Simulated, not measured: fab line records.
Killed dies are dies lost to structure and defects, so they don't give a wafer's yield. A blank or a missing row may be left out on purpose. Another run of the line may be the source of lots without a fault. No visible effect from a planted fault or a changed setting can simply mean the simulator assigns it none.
Split-lot trial || flow n5 finfet || 21 wafers read across 7 lots, on a route 1938 steps long

## THE SPLIT
At N5_GATE_CUT_ALD_22 (deposits SiNx, target thk 16 nm, pulse time 1 s, ald cycles 320), the setting ald cycles was moved away from the recipe's 320 on 7 of the 21 wafers read, by -13.4% to +6.2%. All remaining wafers had this setting at the recipe value.

The reading comes from the split's own step.

## THE READING
SiNx_of_GATE_CUT_ALD_22.thk nm (the simulator's own value, which no gauge read), in nm, at N5_GATE_CUT_ALD_22 (deposits SiNx, target thk 16 nm, pulse time 1 s, ald cycles 320). No usual value for it is given in the file. The 14 wafers here that ran the recipe average 16.0 nm, standard deviation 0.091 nm.

{"wafer": "L074.3", "tool, chamber at the split": "ald sin-04, 3", "ald cycles as run": 320, "against the recipe": "recipe", "SiNx_of_GATE_CUT_ALD_22.thk nm, nm": 15.8, "against lot-mates on the recipe": "-"}
{"wafer": "L074.4", "tool, chamber at the split": "ald sin-04, 0", "ald cycles as run": 320, "against the recipe": "recipe", "SiNx_of_GATE_CUT_ALD_22.thk nm, nm": 16, "against lot-mates on the recipe": "-"}
{"wafer": "L074.5", "tool, chamber at the split": "ald sin-04, 0", "ald cycles as run": 340, "against the recipe": "+6.2%", "SiNx_of_GATE_CUT_ALD_22.thk nm, nm": 16.8, "against lot-mates on the recipe": "+0.9"}
{"wafer": "L076.1", "tool, chamber at the split": "ald sin-04, 3", "ald cycles as run": 320, "against the recipe": "recipe", "SiNx_of_GATE_CUT_ALD_22.thk nm, nm": 15.8, "against lot-mates on the recipe": "-"}
{"wafer": "L076.4", "tool, chamber at the split": "ald sin-04, 2,1", "ald cycles as run": 320, "against the recipe": "recipe", "SiNx_of_GATE_CUT_ALD_22.thk nm, nm": 16, "against lot-mates on the recipe": "-"}
{"wafer": "L076.6", "tool, chamber at the split": "ald sin-04, 2,1", "ald cycles as run": 320, "against the recipe": "recipe", "SiNx_of_GATE_CUT_ALD_22.thk nm, nm": 16, "against lot-mates on the recipe": "-"}
{"wafer": "L080.2", "tool, chamber at the split": "ald sin-01, 0,2", "ald cycles as run": 286, "against the recipe": "-10.6%", "SiNx_of_GATE_CUT_ALD_22.thk nm, nm": 14.4, "against lot-mates on the recipe": "no lot-mate on the recipe"}
{"wafer": "L080.6", "tool, chamber at the split": "ald sin-01, 0,2", "ald cycles as run": 286, "against the recipe": "-10.6%", "SiNx_of_GATE_CUT_ALD_22.thk nm, nm": 14.4, "against lot-mates on the recipe": "no lot-mate on the recipe"}
{"wafer": "L080.5", "tool, chamber at the split": "ald sin-01, 1", "ald cycles as run": 286, "against the recipe": "-10.6%", "SiNx_of_GATE_CUT_ALD_22.thk nm, nm": 14.2, "against lot-mates on the recipe": "no lot-mate on the recipe"}
{"wafer": "L081.3", "tool, chamber at the split": "ald sin-02, 3", "ald cycles as run": 320, "against the recipe": "recipe", "SiNx_of_GATE_CUT_ALD_22.thk nm, nm": 16, "against lot-mates on the recipe": "-"}
{"wafer": "L081.4", "tool, chamber at the split": "ald sin-02, 0,2", "ald cycles as run": 277, "against the recipe": "-13.4%", "SiNx_of_GATE_CUT_ALD_22.thk nm, nm": 13.8, "against lot-mates on the recipe": -2.2}
{"wafer": "L081.6", "tool, chamber at the split": "ald sin-02, 0,2", "ald cycles as run": 277, "against the recipe": "-13.4%", "SiNx_of_GATE_CUT_ALD_22.thk nm, nm": 13.8, "against lot-mates on the recipe": -2.2}
{"wafer": "L088.1", "tool, chamber at the split": "ald sin-04, 2", "ald cycles as run": 320, "against the recipe": "recipe", "SiNx_of_GATE_CUT_ALD_22.thk nm, nm": 16.2, "against lot-mates on the recipe": "-"}
{"wafer": "L088.2", "tool, chamber at the split": "ald sin-04, 1,0", "ald cycles as run": 320, "against the recipe": "recipe", "SiNx_of_GATE_CUT_ALD_22.thk nm, nm": 16, "against lot-mates on the recipe": "-"}
{"wafer": "L088.5", "tool, chamber at the split": "ald sin-04, 1,0", "ald cycles as run": 320, "against the recipe": "recipe", "SiNx_of_GATE_CUT_ALD_22.thk nm, nm": 16, "against lot-mates on the recipe": "-"}
{"wafer": "L090.1", "tool, chamber at the split": "ald sin-04, 0,1,1", "ald cycles as run": 320, "against the recipe": "recipe", "SiNx_of_GATE_CUT_ALD_22.thk nm, nm": 16, "against lot-mates on the recipe": "-"}
{"wafer": "L090.4", "tool, chamber at the split": "ald sin-04, 0,1,1", "ald cycles as run": 320, "against the recipe": "recipe", "SiNx_of_GATE_CUT_ALD_22.thk nm, nm": 16, "against lot-mates on the recipe": "-"}
{"wafer": "L090.6", "tool, chamber at the split": "ald sin-04, 0,1,1", "ald cycles as run": 320, "against the recipe": "recipe", "SiNx_of_GATE_CUT_ALD_22.thk nm, nm": 16, "against lot-mates on the recipe": "-"}
{"wafer": "L097.1", "tool, chamber at the split": "ald sin-02, 1,2", "ald cycles as run": 320, "against the recipe": "recipe", "SiNx_of_GATE_CUT_ALD_22.thk nm, nm": 16, "against lot-mates on the recipe": "-"}
{"wafer": "L097.2", "tool, chamber at the split": "ald sin-02, 1,2", "ald cycles as run": 320, "against the recipe": "recipe", "SiNx_of_GATE_CUT_ALD_22.thk nm, nm": 16, "against lot-mates on the recipe": "-"}
{"wafer": "L097.5", "tool, chamber at the split": "ald sin-02, 1", "ald cycles as run": 288, "against the recipe": "-10.0%", "SiNx_of_GATE_CUT_ALD_22.thk nm, nm": 14.4, "against lot-mates on the recipe": -1.6}
Rows listing several chambers each stand for several wafers; the file does not say which wafer went through which chamber.

THE FIT
A straight line over all 21 wafers: SiNx_of_GATE_CUT_ALD_22.thk nm changes by +0.157 nm for each +1% of ald cycles; r = +0.99; the points scatter about the line by 0.097 nm.
The same after taking each lot's own level away (the mean of its wafers on the recipe; 18 wafers): +0.161 nm for each +1%; r = +1.00; scatter 0.073 nm.
That fit puts the effect of the largest move of ald cycles on the reading at 2.2 nm.
The lots' own levels span 15.90 to 16.07 nm, that is 1.8 times the standard deviation above.
Hence the lot-to-lot level has little effect on the slope; both slopes agree.
Check: -2.15 nm against its lot-mates is what the line predicts for one of the wafers moved furthest among these (-13.4%) when that wafer is left out of the fit. It came out at -2.2 nm against them.

## OTHER SPLITS ON THESE WAFERS
Note: prior to the reading, these wafers also went through further splits. Each is held against what the fit with the lots' levels taken away leaves over:
{"other split on the same wafers": "N5_SDB_COAT_05 spin rpm", "wafers away from the commonest value": 8, "r with SiNx_of_GATE_CUT_ALD_22.thk nm (lot level and that fit taken away)": -0.02}
{"other split on the same wafers": "N5_HKMG_FIN_PEB_10 peb time s", "wafers away from the commonest value": 7, "r with SiNx_of_GATE_CUT_ALD_22.thk nm (lot level and that fit taken away)": -0.17}
{"other split on the same wafers": "N5_HKMG_FIN_DESCUM_17 time s", "wafers away from the commonest value": 8, "r with SiNx_of_GATE_CUT_ALD_22.thk nm (lot level and that fit taken away)": "+0.00"}

## THE FILE'S OWN FIT
SiNx_of_GATE_CUT_ALD_22.thk nm changes by +0.16 nm for each +1% of ald cycles, r = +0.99.
